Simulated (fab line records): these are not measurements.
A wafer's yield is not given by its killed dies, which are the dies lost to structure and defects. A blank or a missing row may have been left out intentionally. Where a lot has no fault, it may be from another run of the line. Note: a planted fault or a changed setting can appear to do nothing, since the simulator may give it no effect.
What tool caused it? ; flow nand_harc ; 12 lots with 36 wafers sampled at 5 steps, on a route of 1302 steps

## WHAT THE GAUGES SHOWED, per wafer
NHARC_END_SORT_01.
lot;measured;on;killed_at_array;killed_at_other;killed_at_periphery;killed_dies;killed_open;killed_short
L570;day 27 13:14;prober-02;68 85 72;0 1 0;1 2 1;69 88 73;2 4 3;0 2 1
L571;day 27 18:38;prober-01;39 28 39;0 0 0;0 2 4;39 30 43;3 5 4;6 2 7
L578;day 30 13:58;prober-01;43 37 38;0 0 0;3 3 1;46 40 39;4 3 2;1 1 2
L582;day 32 19:56;prober-01;76 60 63;2 3 4;5 7 1;83 70 68;7 2 2;3 3 2

## TOOL THAT RAN EACH LOT (tool first, then ch and the chambers of the sampled wafers, then the start)
lot;NHARC_A_SLIT_DESCUM_14;NHARC_A_SLIT_ETCH_17;NHARC_A_WL_FILL_ALD_02;NHARC_A_WL_FILL_CVD_03
L563;rie_diel-02 ch 0,2,3, day 19 07:09;har_etch-02 ch 0,1, day 19 08:23;ald_metal-02 ch 0,1,2, day 19 21:02;cvd_w-01 ch 0,1, day 19 21:22
L566;rie_diel-07 ch 1,2, day 21 07:28;har_etch-01 ch 0,1, day 21 08:43;ald_metal-04 ch 1,2,3, day 21 20:31;cvd_w-02 ch 0,1, day 21 20:55
L568;rie_diel-02 ch 0,1,3, day 22 02:07;har_etch-01 ch 0,1, day 22 08:40;ald_metal-04 ch 0,2,3, day 22 20:36;cvd_w-02 ch 0,1, day 22 21:02
L570;rie_diel-03 ch 1,2,3, day 22 09:46;har_etch-01 ch 0,1, day 22 17:31;ald_metal-03 ch 1,2,3, day 23 04:07;cvd_w-02 ch 0,1, day 23 04:35
L571;rie_diel-03 ch 0,1,3, day 23 03:33;har_etch-02 ch 0,1, day 23 04:49;ald_metal-04 ch 1,2,3, day 23 17:04;cvd_w-01 ch 0,1, day 23 17:29
L573;rie_diel-03 ch 0,3, day 24 05:27;har_etch-02 ch 0,1, day 24 06:42;ald_metal-04 ch 0,3, day 24 19:04;cvd_w-02 ch 0,1, day 24 19:30
L574;rie_diel-02 ch 2,3, day 24 09:19;har_etch-02 ch 0,1, day 24 10:34;ald_metal-04 ch 1,3, day 24 21:56;cvd_w-02 ch 0,1, day 24 22:25
L578;rie_diel-07 ch 0,3, day 25 23:07;har_etch-02 ch 0,1, day 26 01:20;ald_metal-03 ch 0,2, day 26 12:20;cvd_w-02 ch 0,1, day 26 12:44
L582;rie_diel-02 ch 0,1,2, day 27 23:05;har_etch-01 ch 0,1, day 28 03:10;ald_metal-03 ch 0,1,2, day 28 17:14;cvd_w-01 ch 0,1, day 28 17:48
L583;rie_diel-03 ch 2,3, day 27 23:16;har_etch-02 ch 0,1, day 28 01:08;ald_metal-03 ch 0,1,2, day 28 17:01;cvd_w-02 ch 0,1, day 28 17:25
L585;rie_diel-03 ch 1,2,3, day 29 07:29;har_etch-01 ch 0,1, day 29 09:20;ald_metal-03 ch 1,2,3, day 29 21:16;cvd_w-01 ch 0,1, day 29 21:37
L586;rie_diel-02 ch 0,1, day 30 04:48;har_etch-01 ch 0,1, day 30 09:16;ald_metal-04 ch 0,2,3, day 30 22:08;cvd_w-02 ch 0,1, day 30 22:35
- NHARC_A_SLIT_DESCUM_14: chemistry O2, time 3 s.
- NHARC_A_SLIT_ETCH_17: etches the open film in C4F8/O2/Ar, time 4254.5 s, target depth 20300 nm.
- NHARC_A_WL_FILL_ALD_02: deposits TiN, target thk 2 nm, pulse time 3 s, ald cycles 100.
- NHARC_A_WL_FILL_CVD_03: deposits W, target thk 40 nm, time 279 s.

## WHAT THE TOOLS THEMSELVES READ (means of the sampled wafers that have a number; where no wafer has one, the mark that the record gives instead)
NHARC_A_SLIT_DESCUM_14.
lot;tool;drypump_motor_current_A (A);mfc_ar_sccm (sccm);oes_product_au (a.u.);rf_vpp_V (V);showerhead_plenum_p_Torr (Torr);throttle_valve_pct (%)
L563;rie_diel-02;5.7;0.000;1.008;57.5;1.85;11.309
L566;rie_diel-07;5.0;0.000;1.004;57.5;1.90;11.312
L568;rie_diel-02;5.5;0.000;1.000;56.5;1.80;11.317
L570;rie_diel-03;5.8;0.011;1.004;58.1;2.00;11.309
L571;rie_diel-03;5.9;0.000;0.995;58.2;1.98;11.304
L573;rie_diel-03;5.9;0.000;0.991;57.1;1.91;11.315
L574;rie_diel-02;6.1;0.000;1.003;56.7;1.90;11.312
L578;rie_diel-07;5.4;0.030;1.000;57.7;1.98;11.323
L582;rie_diel-02;5.6;0.000;1.009;57.7;1.86;11.308
L583;rie_diel-03;5.7;0.021;1.014;57.6;1.96;11.306
L585;rie_diel-03;5.8;0.011;1.014;57.3;2.00;11.311
L586;rie_diel-02;5.4;0.000;1.002;57.4;1.81;11.323

NHARC_A_SLIT_ETCH_17.
lot;tool;drypump_motor_current_A (A);mfc_ar_sccm (sccm);showerhead_plenum_p_Torr (Torr);throttle_valve_pct (%)
L563;har_etch-02;5.1;374.8;3.71;32.051
L566;har_etch-01;5.7;375.5;3.51;32.035
L568;har_etch-01;5.7;374.1;3.51;32.038
L570;har_etch-01;5.9;375.3;3.56;32.057
L571;har_etch-02;5.1;375.7;3.68;32.044
L573;har_etch-02;5.1;374.7;3.67;32.042
L574;har_etch-02;5.1;375.1;3.67;32.044
L578;har_etch-02;5.3;376.2;3.76;32.048
L582;har_etch-01;6.0;376.1;3.53;32.048
L583;har_etch-02;5.1;376.1;3.64;32.048
L585;har_etch-01;6.0;374.6;3.52;32.059
L586;har_etch-01;5.7;376.2;3.82;32.046

NHARC_A_WL_FILL_ALD_02.
lot;tool;heater_power_w (W);precursor_pulse_height_rel
L563;ald_metal-02;1013;0.996
L566;ald_metal-04;1126;0.988
L568;ald_metal-04;1189;0.982
L570;ald_metal-03;982;1.014
L571;ald_metal-04;1120;1.014
L573;ald_metal-04;1231;0.992
L574;ald_metal-04;1105;0.994
L578;ald_metal-03;1027;0.985
L582;ald_metal-03;1060;0.986
L583;ald_metal-03;1051;0.999
L585;ald_metal-03;1018;0.977
L586;ald_metal-04;1154;0.998

NHARC_A_WL_FILL_CVD_03.
lot;tool;heater_power_w (W);mfc_ar_sccm (sccm);throttle_valve_pct (%)
L563;cvd_w-01;472;1559;8.2
L566;cvd_w-02;486;1561;7.5
L568;cvd_w-02;478;1567;7.7
L570;cvd_w-02;483;1563;7.6
L571;cvd_w-01;454;1564;8.2
L573;cvd_w-02;490;1562;7.5
L574;cvd_w-02;486;1557;7.8
L578;cvd_w-02;480;1557;7.9
L582;cvd_w-01;433;1557;8.2
L583;cvd_w-02;497;1559;7.7
L585;cvd_w-01;433;1559;8.3
L586;cvd_w-02;506;1562;7.7

## THE ANSWER, worked out from the rows above alone
Rule: the lots themselves supply what counts as usual. The widest of any qualifying gaps counts: lots, ordered by their means at a reading, are off when they make up no more than a third of the lots, leave a main group of 4 or more, and stand apart from it by 3 or more times the standard deviation of that group's means. A main group is skipped when, at the precision printed for the reading in the tables above, its means are all equal. Also off: a lot with no number at a reading for which 4 or more lots have one. Where the step has rows for the other lots, those lots are counted as sound. Order of review: gauges by route order, followed by the tools' own readings, for which a lot's mean as printed above is used. The first step at which some lot is off is used, and at that step the reading that is off furthest; a lot without a number counts as furthest.
No lot is off at any reading shown: from this, nothing can be told.

## WHAT THE SIMULATOR HAD PUT IN
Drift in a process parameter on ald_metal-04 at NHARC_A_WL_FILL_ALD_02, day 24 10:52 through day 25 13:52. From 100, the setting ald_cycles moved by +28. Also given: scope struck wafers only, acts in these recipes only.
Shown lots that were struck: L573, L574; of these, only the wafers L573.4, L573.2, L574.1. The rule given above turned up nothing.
